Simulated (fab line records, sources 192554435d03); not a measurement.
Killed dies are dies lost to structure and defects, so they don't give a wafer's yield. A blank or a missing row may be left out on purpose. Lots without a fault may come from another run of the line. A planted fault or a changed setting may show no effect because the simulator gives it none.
A struck lot beside a sound one | flow n5_finfet | 38 steps out of a route of 1938
Sound: wafers L139.1, L139.4, L139.6. Struck: wafers L136.2, L136.5, L136.6. The cause comes at the end.
At each step with rows: each side's tool, then ch and its chambers, then its first start. Under that, the readings that differ: sound wafers | struck wafers | difference of the means | sigmas: that difference in standard deviations of wafers without a fault.
alike: readings whose means differ by less than 2 such deviations, and words and numbers that are the same on both sides. not compared: withheld readings, readings that some wafer has no value for, bounds like >300 that may hide the same value, and numbers for which the record gives no deviation and whose values overlap.
The two part at a step that has a row with sigmas, a row that says differs or no value, or rows on one side only. Numbers that don't overlap but have no deviation are shown without sigmas and don't part them. A reading that every wafer of one side lacks parts them only if that side has two wafers or more.

first, 12 steps without rows for these wafers: N5_STI_FIN_REVEAL_PRECLEAN_25 (cleans in SPM, time 90 s); N5_STI_FIN_REVEAL_PRECLEAN_26 (cleans in SC1, time 45 s); N5_STI_FIN_REVEAL_PRECLEAN_29 (cleans in DHF, time 30 s); N5_STI_FIN_REVEAL_SRD_12 (time 30 s); N5_STI_FIN_REVEAL_RECESS_09 (chemistry HF/NH3, target SiO2, afs cycles 11, target depth 42.5 nm, sublimation time 60 s); N5_STI_FIN_REVEAL_STRIP_16 (strips SiNx in H3PO4, target depth 23.8 nm); N5_STI_FIN_REVEAL_PRECLEAN_17 (cleans in NF3:NH3, afs cycles 1, time 20 s, sublimation time 60 s); N5_STI_FIN_REVEAL_ETCH_34 (etches Si in H2, material Si, target depth 0.97 nm); N5_STI_FIN_REVEAL_OXIDATION_31 (chemistry O2 PLASMA REMOTE, time 20 s); N5_STI_FIN_REVEAL_PRECLEAN_32 (cleans in NF3:NH3, afs cycles 1, time 20 s, sublimation time 60 s); N5_STI_FIN_REVEAL_STRIP_35 (strips Si3N4 in H3PO4, target depth 4 nm, time 39 s); N5_STI_FIN_REVEAL_SRD_21 (time 30 s).
N5_STI_FIN_REVEAL_OXIDATION_33: chemistry O2 PLASMA REMOTE, time 20 s.
  sound on plasma_asher-02 ch 1, day 7 18:43; struck on plasma_asher-01 ch 0,1, day 7 02:04
  no value came back on the struck wafers for chamber_pressure_mTorr (mTorr), drypump_motor_current_A (A), heater_power_w (W), time_s (s); on the sound wafers chamber_pressure_mTorr (mTorr) reads 999.5 1001.3 1000.6
  not compared: rf_hours_counter_h
then, 2 steps without rows for these wafers: N5_STI_FIN_REVEAL_CLEAN_19 (cleans in O3/DIW, time 120 s); N5_STI_FIN_REVEAL_SRD_23 (time 30 s).
N5_STI_FIN_REVEAL_CD_MEAS_22: target cd 6.238 nm, pitch 28 nm.
  sound on cd_sem-03, day 7 18:52; struck on cd_sem-01, day 7 02:14
  reading    | sound          | struck         | difference | sigmas
  cd_nm (nm) | 6.27 6.25 6.50 | 6.89 7.30 7.05 | +0.74      | +3
then, 20 steps without rows for these wafers: N5_STI_FIN_REVEAL_PRECLEAN_18 (cleans in SC2, time 45 s); N5_STI_FIN_REVEAL_SRD_28 (time 30 s); N5_DUMMY_GATE_PRECLEAN_00 (cleans in O3/DIW, time 60 s); N5_DUMMY_GATE_SRD_01 (time 30 s); N5_DUMMY_GATE_ALD_02 (deposits SiO2, target thk 2 nm, pulse time 1 s); N5_DUMMY_GATE_CVD_03 (deposits a-Si from SiH4, target thk 150 nm, time 8042 s); N5_DUMMY_GATE_PRECLEAN_46 (cleans in DIW, time 89.5 s); N5_DUMMY_GATE_SRD_47 (dry time 32 s); N5_DUMMY_GATE_CMP_04 (polishes a-Si); N5_DUMMY_GATE_HM_DEP_06 (deposits SiNx from DCS/NH3, target thk 80 nm, time 5141 s); N5_DUMMY_GATE_PECVD_30 (deposits SiO2 from TEOS/O2, target thk 55 nm, time 10.8 s); N5_DUMMY_GATE_COAT_34 (time 60 s, resist thk 60 nm); N5_DUMMY_GATE_COAT_35 (time 60 s, resist thk 10 nm); N5_DUMMY_GATE_COAT_28 (time 60 s, resist thk 10 nm); N5_DUMMY_GATE_COAT_09 (resist thk 30 nm); N5_DUMMY_GATE_EBR_11; N5_DUMMY_GATE_SOFTBAKE_10 (time 60 s); N5_DUMMY_GATE_EXPOSE_12 (exposes mask GATE, target cd 25 nm); N5_DUMMY_GATE_PEB_13 (peb time 60 s); N5_DUMMY_GATE_DEVELOP_14 (develop time 30 s).
-- the record jumps here: 5 days lie between the struck wafers' starts before and after (it left off in module DUMMY_GATE and takes up again in module BEOL_M4, whose first step shown is number 1111 of the route) --
N5_BEOL_M4_RC_MEAS_101:
  sound on prober-02 ch 0, day 13 00:50; struck on prober-02 ch 0, day 12 13:11
  reading             | sound                     | struck                     | difference | sigmas
  DIBL_N (mV/V)       | 36.2 38.2 38.2            | 43.5 42.7 42.1             | +5.2       | +3
  DIBL_P (mV/V)       | 35.5 38.7 38.4            | 45.9 44.7 43.3             | +7.1       | +3
  IOFF_N (nA/um)      | 0.185 0.225 0.237         | 0.364 0.332 0.307          | +0.119     | +4
  IOFF_N_85C (nA/um)  | 3.5 4.1 4.2               | 6.3 5.9 5.5                | +2.0       | +4
  IOFF_N_LIN (nA/um)  | 0.083 0.100 0.104         | 0.175 0.164 0.150          | +0.067     | +6
  IOFF_N_LONG (nA/um) | 5.88e-05 5.87e-05 5.8e-05 | 7.02e-05 6.98e-05 6.92e-05 | +1.12e-05  | +4
  IOFF_P (nA/um)      | 0.22 0.28 0.28            | 0.39 0.35 0.33             | +0.10      | +3
  IOFF_P_85C (nA/um)  | 4.0 4.8 4.8               | 6.2 5.7 5.4                | +1.2       | +3
  IOFF_P_LIN (nA/um)  | 0.107 0.125 0.124         | 0.185 0.174 0.166          | +0.056     | +4
  ION_N (uA/um)       | 677 694 687               | 720 715 715                | +31        | +3
  ION_P (uA/um)       | 463 476 464               | 484 484 479                | +15        | +2
  REXT_N (ohm.um)     | 75.1 74.6 75.6            | 71.1 70.4 71.2             | -4.2       | -2
  REXT_P (ohm.um)     | 104.1 103.0 103.6         | 95.4 94.7 94.0             | -8.9       | -3
  VT_N (mV)           | 248 244 243               | 236 236 239                | -8         | -3
  VT_N_LONG (mV)      | 273.8 272.3 273.7         | 266.2 266.9 266.7          | -6.7       | -3
  alike: SS_N, SS_P, VT_N_LVT, VT_P
-- the record jumps here: 4 days lie between the struck wafers' starts before and after (it left off in module BEOL_M4 and takes up again in module PASSIVATION, whose first step shown is number 1936 of the route) --
N5_PASSIVATION_PROBE_49:
  sound on prober-01, day 17 07:38; struck on prober-01, day 16 16:34
  reading                | sound          | struck         | difference | sigmas
  sort_bin_4_leakage (%) | 0 0 0          | 9.41 5.51 1.02 | +5.31      |
  sort_n_pass            | 1045 1108 1100 | 952 1022 1059  | -73        | -4
  sort_yield_pct (%)     | 88.6 93.9 93.2 | 80.7 86.6 89.7 | -6.2       | -4
  alike: defect_limited_yield, killed_at_M0_to_M3, killed_at_M4_up, killed_at_contacts, killed_at_front_end, killed_at_other, killed_dies, killed_open, killed_short, sort_bin_5_function, sort_bin_6_memory

WHERE THEY PART
First at N5_STI_FIN_REVEAL_OXIDATION_33; last, within this record, at N5_PASSIVATION_PROBE_49.

WHY: what the simulator had put in
Skipped step whole: plasma_asher-01, from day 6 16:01 on, at N5_STI_FIN_REVEAL_OXIDATION_33. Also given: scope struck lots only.
